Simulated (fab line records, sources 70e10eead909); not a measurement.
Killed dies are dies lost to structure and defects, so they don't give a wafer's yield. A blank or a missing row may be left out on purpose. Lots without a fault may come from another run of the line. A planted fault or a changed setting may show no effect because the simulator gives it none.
fab line records | flow nand_harc
record lots=6 wafers=18 last_day=33
route steps=1302 shown P_ZERO_WELL@44 END@1302
lots that met no fault: from a run of the same line without faults
start_h: hours from the record's first day to the start of the lot's first wafer shown | wait_h: hours since the lot's step before | " the same as in the row above | L1.1+2: a row that stands for several wafers | - no value, or no start given | * or withheld: withheld | < > ~ a bound
route shown NAME@n: a module of which the file shows steps, and the number in the route of the first | usual: mean/standard deviation of fault-free wafers | same: alike in all rows | chamber/n: place in a boat | sites: the reading at each site | _std_site: their standard deviation | _edge_site: outer sites' mean less inner sites' | radius_mm: how far each site lies from the wafer's centre | mask NAME#n: copy n | behind: the tool/chamber that last shaped the wafer | hold: why the lot was held/for how many hours/how that ended | device: the transistor (n, p or np) that didn't switch | end of line: the same wafers' tests at the end of the route | a step without rows: its recipe alone | killed: dies lost to structure and defects at the first sort, not the wafer's yield | map: a wafer's dies, x killed, . not, _ none there
set.NAME: the setting as run; set.NAME@STEP: as run at that earlier step | model.NAME: the simulator's own value behind a step, which no gauge read
lots at some steps of the route; a table a step, a row a wafer
services: from which hour (start_h, from the record's first day; less than 0 if before it) a tool's chamber was out of use, for how many hours, and why
## steps
# step NHARC_P_ZERO_WELL_CD_MEAS_37
# recipe target_cd_nm=720 landing_energy_ev=500
# usual cd_nm=720.0/1.7
# columns lot.wafer tool chamber start_h wait_h cd_nm
L749.1 cd_sem-01 0 44.35 - 718.9
L749.3 " 0 " " 718.7
L749.4 " 0 " " 716.5
L759.2 cd_sem-02 0 144.31 - 722.3
L759.4 " 0 " " 719.3
L759.5 " 0 " " 719.3
L760.1 cd_sem-01 0 155.06 - 717.6
L760.3 " 0 " " 721.6
L760.6 " 0 " " 718.2
L762.2 cd_sem-01 0 174.13 - 719.3
L762.4 " 0 " " 719.4
L762.6 " 0 " " 719.1
L763.2 cd_sem-02 0 184.24 - 717.2
L763.3 " 0 " " 714.7
L763.6 " 0 " " 720.8
L766.2 cd_sem-01 0 214.04 - 718.9
L766.3 " 0 " " 719.5
L766.6 " 0 " " 719.1
# step NHARC_P_ZERO_WELL_HARDBAKE_38
# recipe temp_c=125 time_s=80
# step NHARC_P_ZERO_WELL_DESCUM_39
# recipe time_s=3 o2_flow_sccm=200 ar_flow_sccm=0 bias_power_w=0 chemistry=O2
# usual drypump_motor_current_A=5.8/0.47 oes_product_au=1.000/0.01 rf_vpp_V=57.7/0.83 showerhead_plenum_p_Torr=1.86/0.098 throttle_valve_pct=11.311/0.0093
# columns lot.wafer tool chamber start_h wait_h drypump_motor_current_A oes_product_au rf_hours_counter_h rf_vpp_V showerhead_plenum_p_Torr throttle_valve_pct
L749.3 rie_diel-03 2 44.51 - 6.0 1.009 30 58.7 1.78 11.319
L749.4 " 0 " " 5.7 0.985 28 57.5 1.81 11.305
L749.1 " 1 " " 6.1 1.005 28 56.3 1.81 11.307
L759.2 rie_diel-05 2 144.47 - 6.2 0.999 29 57.8 1.77 11.299
L759.4 " 2 " " 6.2 0.998 - 56.8 1.77 11.307
L759.5 " 0 " " 4.7 0.995 - 59.5 1.99 11.318
L760.3 rie_diel-03 0 155.22 - 5.6 0.999 9 57.0 1.81 11.296
L760.1 " 1 " " 6.1 0.992 13 56.5 1.80 11.314
L760.6 " 0 " " 5.6 0.989 - 56.4 1.81 11.330
L762.2 rie_diel-05 1 174.29 - 5.5 0.993 41 57.9 1.84 11.317
L762.4 " 3 " " 5.3 1.000 26 57.4 1.97 11.301
L762.6 " 2 " " 6.2 1.001 - 58.3 1.77 11.321
L763.2 rie_diel-03 3 184.40 - 6.6 1.013 29 58.6 1.78 11.318
L763.3 " 1 " " 6.1 0.990 23 59.0 1.80 11.312
L763.6 " 1 " " 6.1 1.000 - 58.1 1.80 11.312
L766.2 rie_diel-07 2 214.19 - 5.7 0.997 29 56.1 1.81 11.311
L766.3 " 0 " " 5.9 0.998 19 58.6 2.01 11.300
L766.6 " 3 " " 6.1 0.993 - 57.1 1.99 11.329
# step NHARC_P_ZERO_WELL_IMPLANT_40
# recipe energy_kev=300 dose_cm2=1e+13 tilt_deg=7
# step NHARC_P_ZERO_WELL_IMPLANT_59
# recipe energy_kev=120 dose_cm2=5e+12 tilt_deg=7
# step NHARC_P_ZERO_WELL_IMPLANT_60
# recipe energy_kev=30 dose_cm2=2e+12 tilt_deg=7
# step NHARC_P_ZERO_WELL_STRIP_41
# recipe time_s=840 temp_c=130 chemistry=SPM
# step NHARC_P_ZERO_WELL_DEHYDRATE_44
# recipe temp_c=150 time_s=120
# step NHARC_P_ZERO_WELL_HMDS_45
# recipe time_s=30
# step NHARC_P_ZERO_WELL_COAT_46
# recipe spin_rpm=withheld
# step NHARC_P_ZERO_WELL_SOFTBAKE_47
# recipe temp_c=122 time_s=95
# step NHARC_P_ZERO_WELL_EBR_48
# step NHARC_P_ZERO_WELL_EXPOSE_49
# recipe na=0.6 target_cd_nm=2000 dose_mj=22.64 mask_id=P_HVPW
# columns lot.wafer tool chamber start_h wait_h mask model.P_ZERO_WELL.overlay_x_nm
L749.1+3+4 krf_scanner-01 0 45.83 - P_HVPW#0 -2.99
L759.2+4+5 krf_scanner-02 0 145.83 - P_HVPW#0 8.791
L760.1+3+6 krf_scanner-02 0 156.61 - P_HVPW#0 3.551
L762.2+4+6 krf_scanner-02 0 175.62 - P_HVPW#0 -34.33
L763.2+3+6 krf_scanner-02 0 185.64 - P_HVPW#0 -25.18
L766.2+3+6 krf_scanner-01 0 215.40 - P_HVPW#0 -1.501
# step NHARC_P_ZERO_WELL_PEB_50
# recipe peb_temp_c=118 peb_time_s=85
# step NHARC_END_SORT_01
# recipe temp_c=25
# usual killed_at_array=62/20 killed_at_other=0.8/1.1 killed_at_periphery=3.5/2.4 killed_dies=66/21 killed_open=3.5/1.9 killed_short=2.5/1.7
# same gross_dies=677
# columns lot.wafer tool chamber start_h wait_h killed_at_array killed_at_other killed_at_periphery killed_dies killed_open killed_short
L749.1 prober-01 0 587.99 2.5 52 0 1 53 3 4
L749.3 prober-01 0 589.60 3.1 46 1 3 50 6 1
L749.4 prober-01 0 590.41 3.4 46 0 4 50 6 4
L759.2 prober-02 0 689.68 2.8 76 2 1 79 2 5
L759.4 prober-02 0 691.28 3.4 72 0 0 72 7 6
L759.5 prober-02 0 692.08 3.7 64 0 1 65 1 0
L762.2 prober-02 0 705.98 2.8 100 0 7 107 2 3
L762.4 prober-02 0 707.57 3.4 105 0 3 108 6 1
L762.6 prober-02 0 709.17 4.0 111 1 3 115 2 2
L763.2 prober-01 0 721.34 2.8 48 0 8 56 3 5
L763.3 prober-01 0 722.14 3.1 45 2 10 57 4 3
L763.6 prober-01 0 724.53 4.0 43 0 8 51 4 2
# killed by level:class
L749.1 A_CHANNEL_HOLE_D2:chamber_film_flake=36 A_STAIRCASE:chamber_film_flake=3 A_SGD_CUT:chamber_film_flake=3 A_ONON_D1:geometric_particle:open=2 A_WL_FILL:geometric_particle:short=2 A_CHANNEL_HOLE_D1:chamber_film_flake=2 P_STI:geometric_particle:short=1 A_CHANNEL_FILL_D2:geometric_particle:open=1
L749.3 A_CHANNEL_HOLE_D2:chamber_film_flake=27 A_SGD_CUT:chamber_film_flake=4 A_CHANNEL_HOLE_D1:chamber_film_flake=3 A_CONTACT:chamber_film_flake=3 P_M0:geometric_particle:open=2 A_M0:geometric_particle:open=2 A_STAIRCASE:chamber_film_flake=2 P_STI:geometric_particle:short=1
L749.4 A_CHANNEL_HOLE_D2:chamber_film_flake=34 A_SGD_CUT:chamber_film_flake=3 A_WL_FILL:geometric_particle:open=2 P_STI:geometric_particle:short=1 P_M1:geometric_particle:short=1 P_M1:geometric_particle:open=1 A_ONON_D1:geometric_particle:open=1 A_DECK1_JOINT:geometric_particle:open=1
L759.2 A_SLIT:chamber_film_flake=32 A_CHANNEL_HOLE_D2:chamber_film_flake=22 A_STAIRCASE:chamber_film_flake=7 A_CHANNEL_HOLE_D1:chamber_film_flake=4 A_CHANNEL_FILL_D1:geometric_particle:short=2 A_CONTACT:chamber_film_flake=2 P_GATE:geometric_particle:open=1 A_DECK1_JOINT:geometric_particle:short=1
L759.4 A_SLIT:chamber_film_flake=32 A_CHANNEL_HOLE_D2:chamber_film_flake=16 A_CONTACT:chamber_film_flake=4 A_CHANNEL_FILL_D2:geometric_particle:short=3 A_CHANNEL_HOLE_D1:chamber_film_flake=3 A_STAIRCASE:chamber_film_flake=3 A_ONON_D1:geometric_particle:open=2 A_CHANNEL_FILL_D2:geometric_particle:open=2
L759.5 A_SLIT:chamber_film_flake=28 A_CHANNEL_HOLE_D2:chamber_film_flake=20 A_STAIRCASE:chamber_film_flake=4 A_CHANNEL_HOLE_D1:chamber_film_flake=3 A_BONDPAD:chamber_film_flake=3 A_CONTACT:chamber_film_flake=2 A_DECK1_JOINT:geometric_particle:open=1 P_BONDPAD:chamber_film_flake=1
L762.2 A_CHANNEL_HOLE_D1:chamber_film_flake=34 A_SLIT:chamber_film_flake=32 A_CHANNEL_HOLE_D2:chamber_film_flake=26 A_CONTACT:chamber_film_flake=3 A_BONDPAD:chamber_film_flake=3 P_GATE:chamber_film_flake=2 P_M2:chamber_film_flake=2 P_STI:geometric_particle:open=1
L762.4 A_SLIT:chamber_film_flake=34 A_CHANNEL_HOLE_D1:chamber_film_flake=27 A_CHANNEL_HOLE_D2:chamber_film_flake=23 A_CONTACT:chamber_film_flake=4 A_BONDPAD:chamber_film_flake=4 A_BLC:geometric_particle:open=3 P_GATE:chamber_film_flake=2 A_STAIRCASE:chamber_film_flake=2
L762.6 A_SLIT:chamber_film_flake=40 A_CHANNEL_HOLE_D1:chamber_film_flake=33 A_CHANNEL_HOLE_D2:chamber_film_flake=25 A_CONTACT:chamber_film_flake=4 A_ZERO_WELL:chamber_film_flake=2 A_CHANNEL_HOLE_D2:geometric_particle:short=1 A_CHANNEL_HOLE_D2:geometric_particle:open=1 A_CHANNEL_FILL_D2:geometric_particle:short=1
L763.2 A_CHANNEL_HOLE_D1:chamber_film_flake=34 P_GATE:chamber_film_flake=4 P_STI:chamber_film_flake=3 A_CONTACT:chamber_film_flake=3 A_WL_FILL:geometric_particle:short=2 A_M0:geometric_particle:open=2 P_M0:geometric_particle:open=1 A_CHANNEL_HOLE_D2:geometric_particle:short=1
L763.3 A_CHANNEL_HOLE_D1:chamber_film_flake=29 P_GATE:chamber_film_flake=9 A_SLIT:chamber_film_flake=4 A_CHANNEL_HOLE_D2:chamber_film_flake=3 A_DECK1_JOINT:geometric_particle:open=2 THIN_TSV:chamber_film_flake=2 A_ONON_D2:geometric_particle:short=1 A_ONON_D2:geometric_particle:open=1
L763.6 A_CHANNEL_HOLE_D1:chamber_film_flake=33 P_ZERO_WELL:chamber_film_flake=3 A_CONTACT:chamber_film_flake=3 P_GATE:chamber_film_flake=2 P_M1:geometric_particle:open=1 P_M2:geometric_particle:open=1 A_CHANNEL_FILL_D1:geometric_particle:short=1 A_CHANNEL_FILL_D1:geometric_particle:open=1
## services
# columns tool chamber start_h hours kind
krf_scanner-02 0 23.85 - calibration
rie_diel-03 - 27.71 3.6 repair
rie_diel-03 0 34.58 - clean
rie_diel-03 1 34.58 - clean
rie_diel-03 2 34.58 - clean
rie_diel-03 3 34.58 - clean
rie_diel-05 - 45.78 1.8 repair
rie_diel-05 1 50.35 2.6 repair
rie_diel-05 - 52.61 9.0 pm
rie_diel-03 0 59.08 - clean
rie_diel-07 1 69.55 7.0 repair
rie_diel-03 0 81.32 4.6 repair
krf_scanner-02 - 94.00 4.0 pm
rie_diel-07 0 103.64 51.8 repair
rie_diel-03 - 104.30 9.0 pm
rie_diel-05 3 110.30 36.0 repair
krf_scanner-02 - 111.37 2.0 repair
rie_diel-07 - 117.20 9.0 pm
rie_diel-03 0 139.65 14.3 repair
rie_diel-03 2 176.28 13.0 repair
krf_scanner-01 - 183.40 4.0 pm
krf_scanner-02 0 199.02 - calibration
rie_diel-05 1 204.70 8.6 repair
krf_scanner-02 - 208.31 0.4 repair
## key
first_sign none at tools or gauges
model_effect step=NHARC_P_ZERO_WELL_EXPOSE_49 value=P_ZERO_WELL.overlay_x_nm without=-3.15 struck=-29.76
met_at NHARC_P_ZERO_WELL_EXPOSE_49
struck_wafers L762.2,L762.4,L762.6,L763.2,L763.3,L763.6
tester_left_out L762,L763
onset_between 156.61 175.62
fault kind=scanner_matching_overlay tool=krf_scanner-02 chamber=- onset_h=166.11 steps=NHARC_P_ZERO_WELL_EXPOSE_49 offset=-26.606
# tester_left_out: of these lots the tester's yield and bins aren't shown, on N5 and GAA mostly nor the transistor test; their killed dies are dies lost to structure and defects alone, not to doping, threshold or leakage, so they don't give the yield
